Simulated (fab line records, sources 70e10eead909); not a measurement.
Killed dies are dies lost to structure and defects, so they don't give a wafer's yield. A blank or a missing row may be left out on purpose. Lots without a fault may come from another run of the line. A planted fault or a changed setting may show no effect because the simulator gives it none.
Which tool did it? | flow nand_harc | 11 lots, 33 wafers sampled, at 3 steps of a route of 1302

WHAT THE GAUGES READ, wafer by wafer
NHARC_P_ZERO_WELL_CD_MEAS_52: target cd 2000 nm.
lot  | measured     | on        | cd_nm (nm)
L490 | day 2 11:53  | cd_sem-03 | 2001.4 2000.4 2003.0
L491 | day 2 21:41  | cd_sem-01 | 1998.6 2001.5 2002.8
L493 | day 3 17:58  | cd_sem-02 | 2001.9 2001.3 2001.4
L495 | day 4 13:36  | cd_sem-02 | 1937.3 1937.3 1937.8
L496 | day 4 23:58  | cd_sem-02 | 2000.9 2000.3 2000.1
L503 | day 7 21:59  | cd_sem-01 | 1998.5 2003.2 2002.5
L504 | day 8 07:55  | cd_sem-02 | 1999.1 2000.5 2001.0
L505 | day 8 17:47  | cd_sem-02 | 1998.7 2000.9 1999.7
L506 | day 9 03:33  | cd_sem-02 | 1995.8 2002.7 1999.7
L509 | day 10 13:48 | cd_sem-03 | 2000.2 2000.6 2001.9
L511 | day 11 05:38 | cd_sem-02 | 1999.3 1998.2 2000.0

WHICH TOOL RAN EACH LOT (tool, then ch and the chambers of the sampled wafers, then the start)
lot  | NHARC_P_ZERO_WELL_ETCH_65          | NHARC_P_ZERO_WELL_EXPOSE_49
L490 | rie_diel-09 ch 0,1,3, day 2 07:34  | krf_scanner-04 ch 0, day 2 11:44
L491 | rie_diel-09 ch 0,3, day 2 17:29    | krf_scanner-04 ch 0, day 2 21:32
L493 | rie_diel-12 ch 0,1, day 3 13:40    | krf_scanner-01 ch 0, day 3 17:48
L495 | rie_diel-09 ch 0,1,3, day 4 09:21  | krf_scanner-01 ch 0, day 4 13:27
L496 | rie_diel-09 ch 0,1,2, day 4 19:33  | krf_scanner-04 ch 0, day 4 23:49
L503 | rie_diel-09 ch 0,1,2, day 7 17:37  | krf_scanner-04 ch 0, day 7 21:50
L504 | rie_diel-09 ch 0,1,2, day 8 03:29  | krf_scanner-01 ch 0, day 8 07:46
L505 | rie_diel-02 ch 1,2,3, day 8 13:35  | krf_scanner-01 ch 0, day 8 17:38
L506 | rie_diel-02 ch 0,1,2, day 8 23:23  | krf_scanner-04 ch 0, day 9 03:23
L509 | rie_diel-12 ch 1,2,3, day 10 05:30 | krf_scanner-01 ch 0, day 10 13:39
L511 | rie_diel-09 ch 0,2,3, day 11 01:22 | krf_scanner-01 ch 0, day 11 05:28
- NHARC_P_ZERO_WELL_ETCH_65: etches the open film in N2/H2, target depth 80 nm, overetch 24 nm, time 87.88 s.
- NHARC_P_ZERO_WELL_EXPOSE_49: exposes mask P HVPW, target cd 2000 nm.

THE ANSWER, worked out from the rows above alone
Rule: what is usual is taken from the lots themselves. Put in order of their means at a reading, lots are off if they are a third of the lots or fewer, leave a main group of 4 or more, and stand apart from it by a gap of 3 or more times the standard deviation of the main group's means; of several such gaps the widest counts. A main group whose means are all the same, to the digits that the tables above print for the reading, isn't used. A lot without any number at a reading at which 4 lots or more have one is off too. The other lots that the step has rows for count as sound.
Off: L495, at NHARC_P_ZERO_WELL_CD_MEAS_52 (cd_nm). The main group: mean 2000.5 nm, standard deviation 0.84.
A tool fits if, at a process step before that reading, it ran every lot that is off, and no sound lot after the first of them. The gauges at NHARC_P_ZERO_WELL_CD_MEAS_52 are tried like those tools. None of those tried fits.

WHAT THE SIMULATOR HAD PUT IN
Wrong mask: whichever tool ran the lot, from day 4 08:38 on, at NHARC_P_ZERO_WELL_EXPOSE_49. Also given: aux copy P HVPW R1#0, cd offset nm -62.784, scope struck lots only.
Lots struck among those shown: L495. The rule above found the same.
